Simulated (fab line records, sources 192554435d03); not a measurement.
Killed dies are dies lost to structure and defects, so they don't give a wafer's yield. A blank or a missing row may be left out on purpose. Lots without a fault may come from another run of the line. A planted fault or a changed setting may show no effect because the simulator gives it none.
fab line records | flow n5_finfet
record lots=9 wafers=27 last_day=18
route steps=1938 shown SD_EPI_N@288 SD_EPI_P@312 SD_ACTIVATION@330 ILD0@341 BEOL_M4@1111 PASSIVATION@1936
lots that met no fault: from a run of the same line without faults
start_h: hours from the record's first day to the start of the lot's first wafer shown | wait_h: hours since the lot's step before | " the same as in the row above | L1.1+2: a row that stands for several wafers | - no value, or no start given | * or withheld: withheld | < > ~ a bound
route shown NAME@n: a module of which the file shows steps, and the number in the route of the first | usual: mean/standard deviation of fault-free wafers | same: alike in all rows | chamber/n: place in a boat | sites: the reading at each site | _std_site: their standard deviation | _edge_site: outer sites' mean less inner sites' | radius_mm: how far each site lies from the wafer's centre | mask NAME#n: copy n | behind: the tool/chamber that last shaped the wafer | hold: why the lot was held/for how many hours/how that ended | device: the transistor (n, p or np) that didn't switch | end of line: the same wafers' tests at the end of the route | a step without rows: its recipe alone | killed: dies lost to structure and defects at the first sort, not the wafer's yield | map: a wafer's dies, x killed, . not, _ none there
set.NAME: the setting as run; set.NAME@STEP: as run at that earlier step | model.NAME: the simulator's own value behind a step, which no gauge read
steps of the route over a sample of lots; a table a step, a row a wafer
services: from which hour (start_h, from the record's first day; less than 0 if before it) a tool's chamber was out of use, for how many hours, and why
## steps
# step N5_SD_EPI_N_EPI_21
# recipe material=Si:P dopant=P temp_c=680 pressure_torr=255 time_s=690
# columns lot.wafer tool chamber start_h wait_h
L101.3+4+5 epi_rpcvd-03 0 58.00 0.7
L103.3+4+5 epi_rpcvd-01 0 72.57 0.7
L106.1+2+5 epi_rpcvd-01 0 89.46 0.2
L110.3+4+6 epi_rpcvd-03 0 111.47 0.7
L112.1+2+6 epi_rpcvd-03 0 122.68 0.2
L115.3+5+6 epi_rpcvd-01 0 144.16 0.7
L117.2+3+5 epi_rpcvd-02 0 153.66 0.4
L122.1+2+4 epi_rpcvd-02 0 182.11 0.1
L123.3+4+6 epi_rpcvd-03 0 190.16 1.2
# step N5_SD_EPI_P_ETCH_16
# recipe chemistry=CHF3/O2 target=SiO2 target_depth_a=50 mask_material=SOC pressure_mtorr=30 source_w=650 bias_w=170 Ar_flow_sccm=200 CHF3_flow_sccm=50 O2_flow_sccm=5 ion_energy_ev=200
# usual drypump_motor_current_A=5.8/0.56 oes_product_au=0.75/0.068 rf_fwd_power_W=643.0/2.7 rf_vpp_V=517/13 showerhead_plenum_p_Torr=2.42/0.079 throttle_valve_pct=18.79/0.2
# columns lot.wafer tool chamber start_h wait_h drypump_motor_current_A oes_product_au rf_fwd_power_W rf_hours_counter_h rf_vpp_V showerhead_plenum_p_Torr throttle_valve_pct
L101.3 rie_diel-04 1 61.15 0.1 6.3 0.74 644.9 159 528 2.50 18.53
L101.4 " 3 " " 5.9 0.71 642.8 196 513 2.29 18.82
L101.5 " 0 " " 5.3 0.78 638.1 - 505 2.52 18.89
L103.3 rie_diel-04 1 75.47 0.1 6.2 0.74 647.5 163 527 2.50 18.53
L103.4 " 3 " " 5.9 0.70 639.8 200 514 2.29 18.83
L103.5 " 0 " " 5.3 0.77 638.1 - 503 2.52 18.90
L106.1 rie_diel-04 3 94.53 0.1 5.9 0.70 642.1 206 514 2.28 18.85
L106.2 " 2 " " 4.9 0.74 643.4 180 513 2.48 18.75
L106.5 " 3 " " 5.9 0.69 643.7 - 514 2.28 18.84
L110.3 rie_diel-06 1 114.28 0.1 5.4 0.87 638.1 38 519 2.45 18.45
L110.4 " 2 " " 6.2 0.93 638.9 12 511 2.38 19.03
L110.6 " 0 " " 5.9 0.74 641.1 - 539 2.49 19.05
L112.1 rie_diel-02 2 127.36 0.1 6.4 0.75 645.4 168 501 2.32 18.90
L112.2 " 1 " " 5.1 0.71 647.3 210 543 2.46 18.52
L112.6 " 0 " " 6.4 0.68 643.1 - 521 2.45 18.87
L115.3 rie_diel-06 2 146.97 0.1 6.2 0.91 640.4 23 510 2.38 19.04
L115.5 " 2 " " 6.2 0.91 640.0 - 511 2.38 19.05
L115.6 " 1 " " 5.5 0.85 641.4 - 516 2.45 18.49
L117.2 rie_diel-04 0 156.76 0.1 5.3 0.75 642.9 145 505 2.51 18.95
L117.3 " 3 " " 5.9 0.68 643.5 227 514 2.28 18.89
L117.5 " 0 " " 5.3 0.75 639.8 - 504 2.51 18.93
L122.1 rie_diel-02 1 185.62 0.1 5.1 0.70 642.2 228 542 2.45 18.57
L122.2 " 0 " " 6.4 0.98 644.3 10 522 2.45 18.45
L122.4 " 3 " " 6.5 0.69 643.6 191 508 2.40 18.92
L123.3 rie_diel-02 2 193.93 0.1 6.3 0.74 645.4 189 501 2.31 18.94
L123.4 " 1 " " 5.1 0.69 645.1 230 543 2.45 18.56
L123.6 " 3 " " 6.5 0.69 641.1 - 507 2.40 18.93
# step N5_SD_ACTIVATION_RTA_00
# recipe temp_c=975 time_s=0 ambient=N2 idle_temp_c=600 ramp_up_c_per_s=150 ramp_down_c_per_s=60 cool_to_c=600
# usual lamp_power_pct=8.96/0.05 wafer_temp_C_max=975.0/1.9
# columns lot.wafer tool chamber start_h wait_h lamp_power_pct wafer_temp_C_max
L101.3 rtp_anneal-02 0 64.36 0.1 8.94 978.0
L101.4 " 0 " " 9.00 973.8
L101.5 " 0 " " 9.00 979.1
L103.3 rtp_anneal-02 0 78.68 0.1 8.99 975.5
L103.4 " 0 " " 8.91 976.0
L103.5 " 0 " " 9.00 974.6
L106.1 rtp_anneal-02 0 98.50 0.0 9.01 972.8
L106.2 " 0 " " 9.02 974.4
L106.5 " 0 " " 8.95 976.2
L110.3 rtp_anneal-02 0 118.34 0.1 8.93 974.0
L110.4 " 0 " " 9.07 973.9
L110.6 " 0 " " 8.93 975.0
L112.1 rtp_anneal-02 0 131.34 0.0 8.88 971.8
L112.2 " 0 " " 9.01 974.2
L112.6 " 0 " " 9.04 973.9
L115.3 rtp_anneal-02 0 150.42 0.2 8.96 977.3
L115.5 " 0 " " 8.93 975.4
L115.6 " 0 " " 9.03 974.1
L117.2 rtp_anneal-01 0 160.81 0.1 8.99 973.2
L117.3 " 0 " " 8.89 974.4
L117.5 " 0 " " 8.90 975.5
L122.1 rtp_anneal-02 0 188.97 0.2 8.96 980.9
L122.2 " 0 " " 9.02 977.8
L122.4 " 0 " " 9.02 972.9
L123.3 rtp_anneal-01 0 198.06 0.1 8.99 976.7
L123.4 " 0 " " 9.01 974.3
L123.6 " 0 " " 8.87 972.3
# step N5_SD_ACTIVATION_LSA_01
# recipe temp_c=1080 time_s=0.0008 ambient=N2
# usual wafer_temp_C_max=1084.0/0.83
# columns lot.wafer tool chamber start_h wait_h wafer_temp_C_max
L101.3 laser_anneal-02 0 64.56 0.2 1084.0
L101.4 " 0 " " 1083.7
L101.5 " 0 " " 1084.6
L103.3 laser_anneal-02 0 78.88 0.2 1083.6
L103.4 " 0 " " 1082.9
L103.5 " 0 " " 1082.8
L106.1 laser_anneal-01 0 98.70 0.2 1083.1
L106.2 " 0 " " 1083.3
L106.5 " 0 " " 1084.7
L110.3 laser_anneal-01 0 118.55 0.2 1103.7
L110.4 " 0 " " 1102.0
L110.6 " 0 " " 1102.8
L112.1 laser_anneal-01 0 131.54 0.2 1103.7
L112.2 " 0 " " 1103.9
L112.6 " 0 " " 1105.1
L115.3 laser_anneal-02 0 150.62 0.2 1085.7
L115.5 " 0 " " 1085.1
L115.6 " 0 " " 1083.5
L117.2 laser_anneal-02 0 161.01 0.2 1083.3
L117.3 " 0 " " 1085.0
L117.5 " 0 " " 1083.5
L122.1 laser_anneal-01 0 189.35 0.3 1085.1
L122.2 " 0 " " 1083.2
L122.4 " 0 " " 1085.4
L123.3 laser_anneal-02 0 198.26 0.2 1083.8
L123.4 " 0 " " 1082.9
L123.6 " 0 " " 1084.4
# step N5_ILD0_THK_MEAS_08
# usual thk_nm=139.2/1.3
# columns lot.wafer tool chamber start_h wait_h thk_nm
L101.3 film_metro-01 - 68.07 - 139.3
L101.4 " - " " 137.9
L101.5 " - " " 138.6
L103.3 film_metro-02 - 82.39 - 139.5
L103.4 " - " " 136.3
L103.5 " - " " 136.1
L106.1 film_metro-02 - 102.25 - 140.2
L106.2 " - " " 141.0
L106.5 " - " " 139.7
L110.3 film_metro-01 - 122.03 - 139.9
L110.4 " - " " 138.3
L110.6 " - " " 140.7
L112.1 film_metro-01 - 136.08 - 140.6
L112.2 " - " " 140.3
L112.6 " - " " 141.0
L115.3 film_metro-01 - 154.11 - 136.7
L115.5 " - " " 138.1
L115.6 " - " " 137.9
L117.2 film_metro-02 - 164.82 - 136.5
L117.3 " - " " 137.3
L117.5 " - " " 137.3
L122.1 film_metro-01 - 193.02 - 139.4
L122.2 " - " " 138.8
L122.4 " - " " 137.2
L123.3 film_metro-01 - 202.13 - 140.2
L123.4 " - " " 137.9
L123.6 " - " " 138.5
# step N5_BEOL_M4_RC_MEAS_101
# usual DIBL_N=37.0/2.3 DIBL_P=37.3/2.8 IOFF_N=0.17/0.046 IOFF_P=0.23/0.054 ION_N=675/14 ION_P=460/9.3 REXT_N=74.9/1.9 RS_SD_N=28.5/0.4 SS_N=71.7/0.73 SS_P=73.6/0.95 VT_N=249/3.9 VT_P=-250/3.9
# columns lot.wafer tool chamber start_h wait_h DIBL_N[mV/V] DIBL_P[mV/V] IOFF_N[nA/um] IOFF_P[nA/um] ION_N[uA/um] ION_P[uA/um] REXT_N[ohm.um] RS_SD_N[ohm/sq] SS_N[mV/dec] SS_P[mV/dec] VT_N[mV] VT_P[mV]
L101.3 prober-02 0 170.31 0.3 37.4 37.6 0.19 0.22 677 457 75.7 28.3 72.1 73.7 250 -249
L101.4 " 0 " " 36.8 37.4 0.17 0.22 667 453 77.8 28.9 71.1 75.0 249 -251
L101.5 " 0 " " 39.6 40.9 0.25 0.29 688 457 77.2 28.6 72.2 76.1 245 -248
L103.3 prober-02 0 190.91 0.3 37.5 37.8 0.18 0.19 682 454 74.3 28.1 72.0 73.1 248 -252
L103.4 " 0 " " 36.0 36.8 0.16 0.18 676 453 74.6 28.8 71.0 73.5 249 -254
L103.5 " 0 " " 41.5 43.3 0.27 0.28 694 461 74.8 28.2 73.1 75.4 244 -246
L106.1 prober-02 0 200.18 0.0 35.3 36.6 0.15 0.19 670 458 75.7 28.7 71.4 73.1 253 -255
L106.2 " 0 " " 38.5 39.5 0.22 0.25 703 474 76.1 28.6 72.1 73.8 245 -251
L106.5 " 0 " " 39.3 40.8 0.23 0.27 706 471 75.1 29.0 72.3 74.8 248 -249
L110.3 prober-01 0 225.68 0.3 32.5 32.9 0.10 0.19 658 474 77.9 29.8 70.9 73.1 255 -248
L110.4 " 0 " " 31.8 32.0 0.08 0.18 632 455 79.4 30.3 71.0 72.2 262 -250
L110.6 " 0 " " 32.5 33.9 0.10 0.20 647 467 78.1 29.5 71.5 72.5 259 -250
L112.1 prober-02 0 248.20 0.0 30.1 32.5 0.08 0.18 634 461 84.9 29.9 69.8 72.2 261 -253
L112.2 " 0 " " 37.3 41.7 0.19 0.34 677 478 81.9 29.8 71.0 75.0 245 -244
L112.6 " 0 " " 35.2 38.2 0.14 0.27 655 465 82.5 30.6 71.5 73.4 252 -245
L115.3 prober-01 0 275.61 0.3 36.8 37.9 0.16 0.22 677 459 73.8 28.5 71.4 72.9 249 -250
L115.5 " 0 " " 39.9 41.1 0.19 0.27 679 466 74.0 28.5 72.4 74.2 248 -249
L115.6 " 0 " " 36.6 36.6 0.16 0.19 673 457 73.3 28.3 71.0 73.1 248 -252
L117.2 prober-02 0 286.35 0.2 33.5 30.7 0.10 0.13 640 440 73.3 28.3 71.0 72.3 257 -258
L117.3 " 0 " " 36.2 35.0 0.14 0.18 664 452 73.7 28.1 71.2 73.1 250 -254
L117.5 " 0 " " 37.3 35.0 0.16 0.18 666 448 73.1 28.1 72.1 73.3 250 -253
L123.3 prober-01 0 318.13 0.3 37.3 38.5 0.16 0.18 675 450 76.3 27.6 72.0 74.2 252 -257
L123.4 " 0 " " 37.0 38.7 0.17 0.18 675 449 77.0 28.0 71.9 73.9 251 -256
L123.6 " 0 " " 33.1 34.3 0.10 0.13 656 445 77.8 28.3 70.3 72.1 256 -258
L122.1 prober-02 0 319.71 0.0 37.7 38.9 0.19 0.28 670 460 74.6 28.2 72.9 73.9 249 -247
L122.2 " 0 " " 40.0 40.9 0.24 0.30 696 474 74.8 28.6 73.1 74.6 244 -245
L122.4 " 0 " " 35.8 37.0 0.15 0.23 677 471 75.0 28.2 71.6 73.2 250 -248
# step N5_PASSIVATION_PROBE_49
# usual defect_limited_yield=91.5/1.3 killed_at_M0_to_M3=36/10 killed_at_M4_up=13/4.7 killed_at_contacts=13/6.7 killed_at_front_end=37/9.7 killed_at_other=2.6/2.3 killed_dies=101/15 killed_open=67/12 killed_short=32/6.7 sort_bin_4_leakage=0.0/0.31 sort_bin_5_function=5.0/0.89 sort_bin_6_memory=3.2/0.63 sort_bin_8_speed=0.01/0.03 sort_n_pass=1079/16 sort_yield_pct=91.4/1.4
# same gross_dies=1180 killed_at_back_side=0
# columns lot.wafer tool chamber start_h wait_h defect_limited_yield[%] killed_at_M0_to_M3 killed_at_M4_up killed_at_contacts killed_at_front_end killed_at_other killed_dies killed_open killed_short sort_bin_4_leakage[%] sort_bin_5_function[%] sort_bin_6_memory[%] sort_bin_8_speed[%] sort_n_pass sort_yield_pct[%]
L110.3 prober-02 - 343.10 0.1 93.1 33 9 4 32 4 82 52 29 0 4.7 1.9 0 1098 93.1
L110.4 prober-02 - 343.15 0.2 91.4 42 9 12 37 1 101 69 32 0 5.0 3.1 8.73 976 82.7
L110.6 prober-02 - 343.25 0.3 91.2 45 11 9 35 4 104 62 40 0 5.1 3.1 0.42 1071 90.8
L112.1 prober-01 - 364.05 0.0 91.2 34 11 14 41 4 104 77 26 0 4.6 3.9 4.07 1028 87.1
L112.2 prober-01 - 364.10 0.1 92.5 25 19 6 38 1 89 56 31 0 4.2 3.1 0 1091 92.5
L112.6 prober-01 - 364.30 0.3 92.5 27 8 13 38 3 89 57 31 0 4.2 3.3 0 1091 92.5
# killed by level:class
L110.3 BEOL_M2:geometric_particle:open=11 BEOL_M0_SAQP:geometric_particle:short=10 BEOL_M0_SAQP:geometric_particle:open=7 FIN_SAQP:geometric_particle:short=6 STI_FIN_REVEAL:geometric_particle:open=5 FIN_SAQP:geometric_particle:open=4 STARTING-WAFER:geometric_particle:open=4 GATE_CUT:geometric_particle:short=3
L110.4 BEOL_M0_SAQP:geometric_particle:short=14 MOL_CONTACT_COAG:geometric_particle:open=10 BEOL_M0_SAQP:geometric_particle:open=10 BEOL_M2:geometric_particle:open=10 FIN_SAQP:geometric_particle:open=9 STARTING-WAFER:geometric_particle:open=6 GATE_CUT:geometric_particle:open=5 FIN_SAQP:geometric_particle:short=4
L110.6 BEOL_M2:geometric_particle:open=13 BEOL_M0_SAQP:geometric_particle:short=12 FIN_SAQP:geometric_particle:open=8 BEOL_M0_SAQP:geometric_particle:open=8 FIN_SAQP:geometric_particle:short=6 MOL_CONTACT_COAG:geometric_particle:open=6 BEOL_M1:geometric_particle:open=6 STI_FIN_REVEAL:geometric_particle:open=5
L112.1 MOL_CONTACT_COAG:geometric_particle:open=14 BEOL_M1:geometric_particle:open=9 STI_FIN_REVEAL:geometric_particle:open=8 FIN_SAQP:geometric_particle:open=7 BEOL_M0_SAQP:geometric_particle:open=7 BEOL_M3:geometric_particle:open=7 FIN_SAQP:geometric_particle:short=6 GATE_CUT:geometric_particle:short=6
L112.2 BEOL_M4:geometric_particle:open=14 BEOL_M0_SAQP:geometric_particle:short=9 BEOL_M0_SAQP:geometric_particle:open=7 MOL_CONTACT_COAG:geometric_particle:open=6 STI_FIN_REVEAL:geometric_particle:open=6 STARTING-WAFER:geometric_particle:short=5 BEOL_M1:geometric_particle:open=5 STI_FIN_REVEAL:geometric_particle:short=4
L112.6 MOL_CONTACT_COAG:geometric_particle:open=11 BEOL_M0_SAQP:geometric_particle:short=10 FIN_SAQP:geometric_particle:open=8 FIN_SAQP:geometric_particle:short=7 STI_FIN_REVEAL:geometric_particle:open=7 BEOL_M0_SAQP:geometric_particle:open=7 BEOL_M1:geometric_particle:open=5 GATE_CUT:geometric_particle:open=4
## services
# columns tool chamber start_h hours kind
laser_anneal-02 - 34.48 3.1 repair
rie_diel-02 - 56.31 0.1 repair
rie_diel-06 2 58.45 - clean
rie_diel-06 2 58.45 - consumable_replace:focus_ring
rie_diel-06 2 58.45 18.1 scheduled_down
rie_diel-06 2 58.45 18.1 vent_cycle
rtp_anneal-02 - 87.14 3.7 pm
epi_rpcvd-02 - 97.85 1.3 repair
rie_diel-04 2 105.53 3.5 repair
rie_diel-02 0 133.14 - clean
rie_diel-02 0 133.14 - consumable_replace:focus_ring
rie_diel-02 0 133.14 16.0 scheduled_down
rie_diel-02 0 133.14 16.0 vent_cycle
rie_diel-04 2 140.05 19.5 repair
epi_rpcvd-03 - 160.54 0.5 pm
epi_rpcvd-01 - 167.34 0.5 repair
rie_diel-04 3 180.80 1.6 repair
## key
first_sign step=N5_SD_ACTIVATION_LSA_01 reading=wafer_temp_C_max direction=up sigmas=23 usual=* struck=*
effect step=N5_BEOL_M4_RC_MEAS_101 reading=RS_SD_N direction=up sigmas=3.8 usual=28.5 struck=30.0
effect step=N5_BEOL_M4_RC_MEAS_101 reading=REXT_N direction=up sigmas=3.1 usual=74.9 struck=80.8
effect step=N5_BEOL_M4_RC_MEAS_101 reading=ION_N direction=down sigmas=1.7 usual=675 struck=650
effect step=N5_BEOL_M4_RC_MEAS_101 reading=VT_N direction=up sigmas=1.7 usual=249 struck=256
effect step=N5_BEOL_M4_RC_MEAS_101 reading=DIBL_N direction=down sigmas=1.7 usual=37.0 struck=33.2
effect step=N5_PASSIVATION_PROBE_49 reading=sort_bin_8_speed direction=up sigmas=26 usual=0.01 struck=2.20 wafers_moved=3
met_at N5_SD_EPI_N_EPI_21,N5_SD_ACTIVATION_LSA_01
struck_lots L110,L112
not_acting_at N5_SD_EPI_P_ETCH_16,N5_SD_ACTIVATION_RTA_00,N5_ILD0_THK_MEAS_08
onset_between 98.70 111.47
fault kind=process_parameter_drift tool=epi_rpcvd-03 chamber=- onset_h=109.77 steps=N5_SD_EPI_N_EPI_21 channel=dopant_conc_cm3 offset=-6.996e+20 shape=step end_h=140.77 acts_in=these_recipes_only stated=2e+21
fault kind=process_parameter_drift tool=laser_anneal-01 chamber=- onset_h=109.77 steps=N5_SD_ACTIVATION_LSA_01 channel=temp_c offset=* shape=step end_h=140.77 stated=*
